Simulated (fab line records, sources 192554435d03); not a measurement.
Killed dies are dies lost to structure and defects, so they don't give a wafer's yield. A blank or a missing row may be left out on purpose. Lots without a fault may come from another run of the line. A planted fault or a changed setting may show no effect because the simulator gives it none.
Chamber matching | flow n5_finfet | N5_BEOL_M1_ETCH_63 on rie_diel-06: 4 sister chambers
The step etches SiARC in CF4, target depth 15.6 nm, time 26 s. 14 wafers are shown with their chamber, then 7 later ones without.

WAFERS WITH THEIR CHAMBER
wafer  | chamber | showerhead_plenum_p_Torr (Torr) | oes_product_au (a.u.) | throttle_valve_pct (%)
L075.2 | 2       | 2.12                            | 0.59                  | 15.54
L075.3 | 3       | 2.18                            | 0.80                  | 15.66
L075.6 | 0       | 2.16                            | 0.63                  | 15.84
L079.1 | 3       | 2.18                            | 0.79                  | 15.66
L079.2 | 0       | 2.15                            | 0.63                  | 15.85
L079.4 | 2       | 2.12                            | 0.59                  | 15.55
L081.1 | 1       | 2.23                            | 0.63                  | 15.74
L081.3 | 0       | 2.15                            | 0.63                  | 15.87
L081.6 | 1       | 2.23                            | 0.63                  | 15.75
L086.2 | 3       | 2.17                            | 0.77                  | 15.68
L086.3 | 0       | 2.15                            | 0.63                  | 15.88
L086.4 | 1       | 2.23                            | 0.62                  | 15.76
L091.1 | 3       | 2.17                            | 0.74                  | 15.69
L091.4 | 0       | 2.15                            | 0.62                  | 15.92

SIGNATURES (means of the wafers above)
reading                  | chamber 0 | chamber 1 | chamber 2 | chamber 3 | scatter within a chamber
showerhead_plenum_p_Torr | 2.1520    | 2.2300    | 2.1200    | 2.1750    | 0.00424
oes_product_au           | 0.6280    | 0.6267    | 0.5900    | 0.7750    | 0.015
throttle_valve_pct       | 15.8720   | 15.7500   | 15.5450   | 15.6725   | 0.0219
Rule: a wafer's distance from a chamber is the root of the sum, over the readings, of the square of ((its reading less the chamber's mean) divided by the reading's scatter). The wafer belongs to the nearest chamber; if the next one is less than 2 further off, it can't be placed. The scatter: the root of (the sum of the squares of (reading less its chamber's mean) over the shown wafers, divided by (wafers less chambers)).

WAFERS WITHOUT THEIR CHAMBER
wafer  | showerhead_plenum_p_Torr (Torr) | oes_product_au (a.u.) | throttle_valve_pct (%)
L091.5 | 2.12                            | 0.58                  | 15.59
L093.1 | 2.22                            | 0.61                  | 15.80
L093.3 | 2.17                            | 0.75                  | 15.72
L093.4 | 2.11                            | 0.58                  | 15.62
L096.1 | 2.11                            | 0.57                  | 15.62
L096.2 | 2.22                            | 0.60                  | 15.81
L096.3 | 2.17                            | 0.74                  | 15.72

WHICH CHAMBER EACH WENT THROUGH
wafer  | from the rows above | in truth
L091.5 | 2                   | 2
L093.1 | 1                   | 1
L093.3 | 3                   | 3
L093.4 | 2                   | 2
L096.1 | 2                   | 2
L096.2 | 1                   | 1
L096.3 | 3                   | 3
Placed correctly: 7 of 7. Can't be placed from these rows: 0. Placed wrongly: 0.
